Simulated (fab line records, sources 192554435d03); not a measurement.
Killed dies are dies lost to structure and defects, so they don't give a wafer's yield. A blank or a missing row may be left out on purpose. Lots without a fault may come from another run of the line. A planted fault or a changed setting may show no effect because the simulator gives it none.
fab line records | flow n5_finfet | part 2 of 2: steps 5 to 6 of 6
record lots=19 wafers=57 last_day=17
route steps=1938 shown BEOL_M11@1578 BEOL_M12@1635
lots that met no fault: from a run of the same line without faults
start_h: hours from the record's first day to the start of the lot's first wafer shown | wait_h: hours since the lot's step before | " the same as in the row above | L1.1+2: a row that stands for several wafers | - no value, or no start given | * or withheld: withheld | < > ~ a bound
route shown NAME@n: a module of which the file shows steps, and the number in the route of the first | usual: mean/standard deviation of fault-free wafers | same: alike in all rows | chamber/n: place in a boat | sites: the reading at each site | _std_site: their standard deviation | _edge_site: outer sites' mean less inner sites' | radius_mm: how far each site lies from the wafer's centre | mask NAME#n: copy n | behind: the tool/chamber that last shaped the wafer | hold: why the lot was held/for how many hours/how that ended | device: the transistor (n, p or np) that didn't switch | end of line: the same wafers' tests at the end of the route | a step without rows: its recipe alone | killed: dies lost to structure and defects at the first sort, not the wafer's yield | map: a wafer's dies, x killed, . not, _ none there
set.NAME: the setting as run; set.NAME@STEP: as run at that earlier step | model.NAME: the simulator's own value behind a step, which no gauge read
steps of the route over a sample of lots; a table a step, a row a wafer
services: from which hour (start_h, from the record's first day; less than 0 if before it) a tool's chamber was out of use, for how many hours, and why
## steps
# step N5_BEOL_M12_DESCUM_33
# recipe chemistry=O2 time_s=7.9 source_power_w=50 bias_power_w=20 pressure_mtorr=20 rf_frequency_hz=2.712e+07 temp_c=40 o2_flow_sccm=225
# usual drypump_motor_current_A=5.8/0.38 oes_product_au=0.78/0.081 rf_fwd_power_W=49.40/0.19 rf_vpp_V=243.1/1.5 showerhead_plenum_p_Torr=2.10/0.069 temp_c=39.98/0.11 throttle_valve_pct=20.46/0.25
# same time_s=7.9
# columns lot.wafer tool chamber start_h wait_h drypump_motor_current_A oes_product_au rf_fwd_power_W rf_hours_counter_h rf_vpp_V showerhead_plenum_p_Torr temp_c throttle_valve_pct
L075.1 rie_diel-01 2 230.84 0.0 5.3 0.89 49.50 28 243.2 2.12 39.75 20.36
L075.2 " 0 " " 6.5 0.88 49.46 50 245.3 2.20 40.01 20.05
L075.4 " 3 " " 5.4 0.82 49.62 98 244.6 2.13 39.96 20.68
L076.2 rie_diel-04 3 250.58 0.0 6.1 0.73 49.28 182 240.5 2.01 40.04 20.30
L076.5 " 0 " " 5.9 0.72 48.91 - 240.7 2.02 40.06 20.34
L076.6 " 1 " " 5.5 0.69 49.06 - 242.9 2.14 40.08 20.77
L077.1 rie_diel-06 2 254.46 0.0 5.3 0.85 49.63 73 243.9 2.12 39.74 20.24
L077.2 " 1 " " 5.7 0.94 49.45 20 245.7 2.22 39.87 20.34
L077.4 " 0 " " 6.0 0.71 49.40 213 241.9 2.00 39.95 20.95
L079.3 rie_diel-06 1 266.84 0.0 5.7 0.93 49.72 24 244.8 2.22 40.05 20.34
L079.4 " 2 " " 5.3 0.86 49.54 78 243.9 2.11 40.14 20.26
L079.6 " 2 " " 5.3 0.86 49.54 - 243.0 2.11 40.10 20.24
L080.1 rie_diel-04 2 280.62 0.0 5.5 0.69 49.72 209 242.4 2.09 39.89 20.76
L080.2 " 1 " " 5.5 0.96 49.23 3 243.8 2.14 40.03 20.51
L080.6 " 3 " " 6.1 0.71 49.55 - 242.3 2.00 39.99 20.31
L081.2 rie_diel-06 0 283.78 0.0 6.0 0.71 49.34 222 242.7 2.00 39.78 20.95
L081.4 " 3 " " 6.0 0.73 49.19 147 244.6 2.08 40.13 20.29
L081.5 " 0 " " 6.0 0.70 49.39 - 242.8 2.00 39.92 20.96
L082.1 rie_diel-04 1 289.27 0.0 5.5 0.95 49.01 7 243.4 2.14 39.94 20.51
L082.4 " 2 " " 5.6 0.69 49.52 213 242.6 2.09 39.80 20.78
L082.6 " 3 " " 6.1 0.71 49.76 - 239.2 2.00 39.77 20.33
L083.2 rie_diel-06 2 291.39 0.2 5.3 0.84 49.44 86 244.3 2.11 40.01 20.25
L083.5 " 3 " " 6.0 0.74 49.40 - 243.5 2.08 40.03 20.31
L083.6 " 2 " " 5.3 0.85 49.40 - 243.2 2.11 39.84 20.25
L084.3 rie_diel-06 1 293.30 0.0 5.7 0.91 49.61 33 245.8 2.21 40.08 20.36
L084.4 " 3 " " 6.0 0.74 49.23 152 242.6 2.08 39.81 20.32
L084.5 " 0 " " 6.0 0.72 49.49 - 240.8 2.00 40.04 20.98
L085.2 rie_diel-01 3 294.00 0.0 5.4 0.80 49.49 120 242.3 2.12 40.24 20.70
L085.4 " 2 " " 5.3 0.84 49.20 50 245.7 2.11 40.12 20.38
L085.6 " 1 " " 5.4 0.69 49.37 - 242.8 2.05 40.02 20.65
L088.2 rie_diel-04 0 328.09 0.1 5.9 0.70 49.24 198 242.3 2.01 39.95 20.39
L088.3 " 2 " " 5.5 0.68 49.54 226 242.5 2.08 39.84 20.79
L088.4 " 3 " " 6.1 0.70 49.41 - 240.9 2.00 39.98 20.34
L089.2 rie_diel-01 0 328.49 0.2 6.5 0.82 49.36 84 244.9 2.19 39.93 20.11
L089.4 " 2 " " 5.3 0.83 49.27 61 244.4 2.11 40.00 20.42
L089.6 " 0 " " 6.5 0.83 49.34 - 243.9 2.19 40.11 20.09
L091.3 rie_diel-06 1 335.79 0.0 5.7 0.88 49.43 49 245.4 2.21 39.96 20.36
L091.4 " 3 " " 6.0 0.73 49.43 165 242.9 2.07 40.14 20.35
L091.5 " 0 " " 6.0 0.69 49.37 - 241.0 1.99 40.11 21.00
L090.2 rie_diel-06 0 339.12 0.0 6.0 0.69 49.17 243 239.7 1.99 39.87 21.00
L090.3 " 2 " " 5.3 0.82 49.42 104 243.9 2.10 40.06 20.27
L090.4 " 1 " " 5.7 0.87 49.46 51 245.3 2.21 39.96 20.38
L092.2 rie_diel-01 3 342.42 0.0 5.4 0.77 49.51 138 242.8 2.11 39.79 20.75
L092.3 " 0 " " 6.5 0.83 49.40 - 245.6 2.19 40.01 20.13
L092.4 " 3 " " 5.4 0.78 49.55 - 242.2 2.11 39.89 20.75
L094.1 rie_diel-04 1 356.40 0.0 5.6 0.89 49.22 26 243.1 2.13 39.95 20.53
L094.3 " 2 " " 5.6 0.67 49.47 238 241.8 2.08 39.99 20.81
L094.5 " 2 " " 5.6 0.67 49.53 - 242.2 2.08 40.08 20.80
L093.1 rie_diel-04 2 356.93 0.0 5.6 0.67 49.59 238 242.6 2.08 40.16 20.82
L093.3 " 1 " " 5.5 0.89 49.33 27 244.8 2.13 39.90 20.54
L093.4 " 3 " " 6.1 0.68 49.51 226 239.6 1.99 40.12 20.36
L097.4 rie_diel-01 1 363.83 0.0 5.4 0.97 49.59 5 242.3 2.04 39.96 20.36
L097.5 " 3 " " 5.4 0.76 49.34 - 242.3 2.11 39.88 20.77
L097.6 " 2 " " 5.3 0.81 49.23 - 243.3 2.11 40.16 20.44
L096.1 rie_diel-06 3 364.55 0.0 6.0 0.72 49.16 175 243.1 2.07 39.88 20.37
L096.4 " 1 " " 5.7 0.86 49.74 - 243.7 2.20 39.91 20.39
L096.6 " 2 " " 5.3 0.82 49.67 - 242.7 2.10 39.91 20.29
# step N5_BEOL_M12_ETCH_38
# recipe chemistry=CF4/N2 target=SiCN target_depth_a=687 taper_deg=2 time_s=73.4 ion_energy_ev=150 mask_material=SiO2 pressure_mtorr=40 source_w=430 bias_w=70 Ar_flow_sccm=100 cf4_flow_sccm=60 n2_flow_sccm=60
# usual drypump_motor_current_A=5.8/0.36 mfc_ar_sccm=99.95/0.29 oes_product_au=0.77/0.072 rf_fwd_power_W=428.0/1.5 rf_vpp_V=382.1/2.1 showerhead_plenum_p_Torr=2.20/0.079 throttle_valve_pct=15.48/0.23
# same time_s=73.4
# columns lot.wafer tool chamber start_h wait_h drypump_motor_current_A mfc_ar_sccm oes_product_au rf_fwd_power_W rf_hours_counter_h rf_vpp_V showerhead_plenum_p_Torr throttle_valve_pct
L075.1 rie_diel-01 1 232.42 - 5.4 100.00 0.70 427.0 214 382.9 2.20 15.79
L075.2 " 3 " " 5.4 100.37 0.82 427.0 99 381.6 2.23 15.56
L075.4 " 2 " " 5.3 100.49 0.88 428.8 29 384.1 2.26 15.42
L076.2 rie_diel-06 0 251.50 - 6.0 100.21 0.73 426.0 212 378.7 2.10 15.89
L076.5 " 3 " " 6.0 99.81 0.76 425.9 - 382.9 2.19 15.33
L076.6 " 2 " " 5.3 100.16 0.84 430.3 - 383.6 2.24 15.28
L077.1 rie_diel-01 3 257.58 - 5.4 99.64 0.82 429.4 108 384.1 2.22 15.59
L077.2 " 2 " " 5.3 99.62 0.87 428.5 37 382.5 2.25 15.41
L077.4 " 0 " " 6.5 99.74 0.85 427.0 59 386.1 2.33 15.15
L079.3 rie_diel-06 2 268.47 - 5.3 100.30 0.83 427.3 78 382.6 2.24 15.30
L079.4 " 0 " " 6.0 99.85 0.72 429.4 219 380.3 2.10 15.92
L079.6 " 2 " " 5.3 100.45 0.84 429.1 - 384.4 2.24 15.29
L080.1 rie_diel-06 0 282.14 - 6.0 99.64 0.72 427.6 222 379.7 2.10 15.91
L080.2 " 1 " " 5.7 99.55 0.92 425.9 28 386.0 2.34 15.34
L080.6 " 2 " " 5.3 100.35 0.83 428.8 - 382.7 2.24 15.31
L081.2 rie_diel-06 0 284.67 - 6.0 100.23 0.72 425.3 223 379.6 2.09 15.91
L081.4 " 2 " " 5.3 99.97 0.83 427.9 83 382.5 2.24 15.32
L081.5 " 0 " " 6.0 99.88 0.72 425.2 - 380.3 2.10 15.90
L082.1 rie_diel-06 3 290.27 - 6.0 100.60 0.74 429.6 150 382.4 2.19 15.35
L082.4 " 2 " " 5.3 100.07 0.83 429.6 85 383.1 2.24 15.33
L082.6 " 0 " " 6.0 99.96 0.71 425.7 - 379.8 2.09 15.92
L083.2 rie_diel-01 0 292.87 - 6.5 99.90 0.84 429.4 71 384.9 2.32 15.16
L083.5 " 1 " " 5.4 99.58 0.69 430.4 - 382.4 2.19 15.84
L083.6 " 2 " " 5.3 100.40 0.83 428.3 - 382.7 2.25 15.44
L084.3 rie_diel-06 1 293.94 - 5.7 100.14 0.90 428.0 34 386.0 2.33 15.37
L084.4 " 3 " " 6.0 99.62 0.74 427.5 152 381.7 2.19 15.35
L084.5 " 1 " " 5.7 100.77 0.91 428.0 - 384.8 2.33 15.35
L085.2 rie_diel-06 2 295.16 - 5.3 99.70 0.82 432.2 88 381.4 2.24 15.32
L085.4 " 0 " " 6.0 100.22 0.71 427.0 228 378.5 2.09 15.93
L085.6 " 0 " " 6.0 100.23 0.71 427.7 - 379.0 2.09 15.92
L088.2 rie_diel-04 0 329.54 - 5.8 99.85 0.71 429.4 199 379.8 2.11 15.35
L088.3 " 2 " " 5.5 99.71 0.68 430.3 227 382.5 2.18 15.71
L088.4 " 2 " " 5.5 100.13 0.69 430.0 - 381.3 2.18 15.71
L089.2 rie_diel-04 0 330.12 - 5.8 99.90 0.71 427.8 199 379.6 2.11 15.34
L089.4 " 2 " " 5.6 99.91 0.68 426.8 - 380.0 2.18 15.71
L089.6 " 3 " " 6.1 99.81 0.73 427.3 - 380.2 2.10 15.32
L091.3 rie_diel-01 3 339.71 - 5.4 99.45 0.78 429.7 - 381.7 2.21 15.64
L091.4 " 0 " " 6.5 99.91 0.81 425.7 - 386.2 2.32 15.22
L091.5 " 0 " " 6.5 99.66 0.82 425.7 - 386.5 2.32 15.22
L090.2 rie_diel-01 0 341.79 - 6.5 99.98 0.81 427.3 91 385.8 2.31 15.23
L090.3 " 3 " " 5.4 100.12 0.79 427.9 - 383.2 2.21 15.66
L090.4 " 0 " " 6.5 99.56 0.81 428.8 - 384.8 2.32 15.21
L092.2 rie_diel-04 3 344.72 - 6.1 100.17 0.72 428.3 221 380.0 2.09 15.35
L092.3 " 1 " " 5.5 99.79 0.89 425.9 22 383.2 2.25 15.45
L092.4 " 0 " " 5.9 99.65 0.71 427.6 207 380.5 2.10 15.36
L094.1 rie_diel-06 3 358.57 - 6.0 99.71 0.73 428.9 173 383.2 2.18 15.38
L094.3 " 2 " " 5.3 100.03 0.81 426.5 111 382.5 2.23 15.35
L094.5 " 2 " " 5.3 100.23 0.81 428.6 - 383.2 2.23 15.37
L093.1 rie_diel-06 2 358.81 - 5.3 99.65 0.80 429.2 111 383.6 2.23 15.37
L093.3 " 1 " " 5.7 100.29 0.86 426.9 58 385.2 2.32 15.41
L093.4 " 3 " " 6.0 99.79 0.73 428.8 173 381.7 2.18 15.42
L097.4 rie_diel-04 1 365.34 - 5.6 100.01 0.86 425.9 30 382.5 2.24 15.48
L097.5 " 0 " " 5.9 100.11 0.70 428.0 - 379.2 2.10 15.37
L097.6 " 3 " " 6.2 100.04 0.72 428.7 - 378.1 2.09 15.35
L096.1 rie_diel-06 3 365.89 - 6.0 99.91 0.74 427.1 176 382.3 2.18 15.40
L096.4 " 2 " " 5.3 100.39 0.81 428.3 - 382.6 2.23 15.39
L096.6 " 1 " " 5.7 100.33 0.86 429.5 - 384.5 2.32 15.42
## services
# columns tool chamber start_h hours kind
rie_diel-06 3 201.78 4.3 repair
uv_cure-02 - 204.51 0.6 repair
rie_diel-02 2 216.74 15.8 repair
rie_diel-04 3 231.06 9.3 repair
pvd_sputter-03 - 233.49 3.4 repair
uv_cure-01 - 240.10 2.1 pm
rie_diel-02 2 241.45 6.8 repair
uv_cure-01 - 243.35 14.6 pm
rie_diel-04 2 245.90 6.5 repair
uv_cure-03 - 254.64 7.5 pm
rie_diel-03 3 260.48 12.1 repair
uv_cure-03 - 262.19 7.5 pm
rie_diel-03 2 282.47 - clean
rie_diel-03 2 282.47 - consumable_replace:focus_ring
rie_diel-03 2 282.47 20.0 scheduled_down
rie_diel-03 2 282.47 20.0 vent_cycle
rie_diel-05 - 307.04 2.8 pm
rie_diel-02 2 307.05 32.1 repair
rie_diel-04 1 315.54 14.6 repair
rie_diel-03 - 346.12 0.7 repair
rie_diel-03 1 352.83 - clean
rie_diel-03 1 352.83 - consumable_replace:focus_ring
rie_diel-03 1 352.83 - consumable_replace:showerhead
pvd_sputter-03 - 363.22 3.1 repair
